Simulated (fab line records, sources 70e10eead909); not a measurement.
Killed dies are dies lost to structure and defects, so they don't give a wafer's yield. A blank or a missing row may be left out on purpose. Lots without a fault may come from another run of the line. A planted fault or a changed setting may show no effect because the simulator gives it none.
Chamber matching | flow nand_harc | NHARC_A_STAIRCASE_DEP_156 on pecvd-03: 3 sister chambers
The step deposits SiNx, target thk 50 nm. 16 wafers are shown with their chamber, then 8 later ones without.

WAFERS WITH THEIR CHAMBER
wafer  | chamber | heater_power_w (W)
L079.2 | 2       | 713
L079.4 | 1       | 764
L079.6 | 2       | 709
L080.1 | 2       | 774
L080.4 | 0       | 708
L080.6 | 1       | 771
L081.1 | 0       | 637
L081.4 | 2       | 770
L081.5 | 0       | 635
L082.1 | 1       | 691
L082.4 | 2       | 630
L082.5 | 0       | 690
L085.1 | 1       | 787
L085.3 | 2       | 730
L085.4 | 1       | 768
L088.1 | 2       | 740

SIGNATURES (means of the wafers above)
reading        | chamber 0 | chamber 1 | chamber 2 | scatter within a chamber
heater_power_w | 667.50    | 756.20    | 723.71    | 42.8
Rule: a wafer's distance from a chamber is the root of the sum, over the readings, of the square of ((its reading less the chamber's mean) divided by the reading's scatter). The wafer belongs to the nearest chamber; if the next one is less than 2 further off, it can't be placed. The scatter: the root of (the sum of the squares of (reading less its chamber's mean) over the shown wafers, divided by (wafers less chambers)).

WAFERS WITHOUT THEIR CHAMBER
wafer  | heater_power_w (W)
L088.2 | 714
L088.5 | 629
L093.2 | 757
L093.5 | 748
L093.6 | 647
L095.1 | 618
L095.2 | 771
L095.5 | 595

WHICH CHAMBER EACH WENT THROUGH
wafer  | from the rows above          | in truth
L088.2 | can't be placed: 2 or 1 or 0 | 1
L088.5 | can't be placed: 0 or 2      | 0
L093.2 | can't be placed: 1 or 2      | 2
L093.5 | can't be placed: 1 or 2 or 0 | 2
L093.6 | can't be placed: 0 or 2      | 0
L095.1 | can't be placed: 0 or 2      | 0
L095.2 | can't be placed: 1 or 2      | 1
L095.5 | can't be placed: 0 or 2      | 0
Placed correctly: 0 of 8. Can't be placed from these rows: 8 (the true chamber is among the candidates in 8). Placed wrongly: 0.
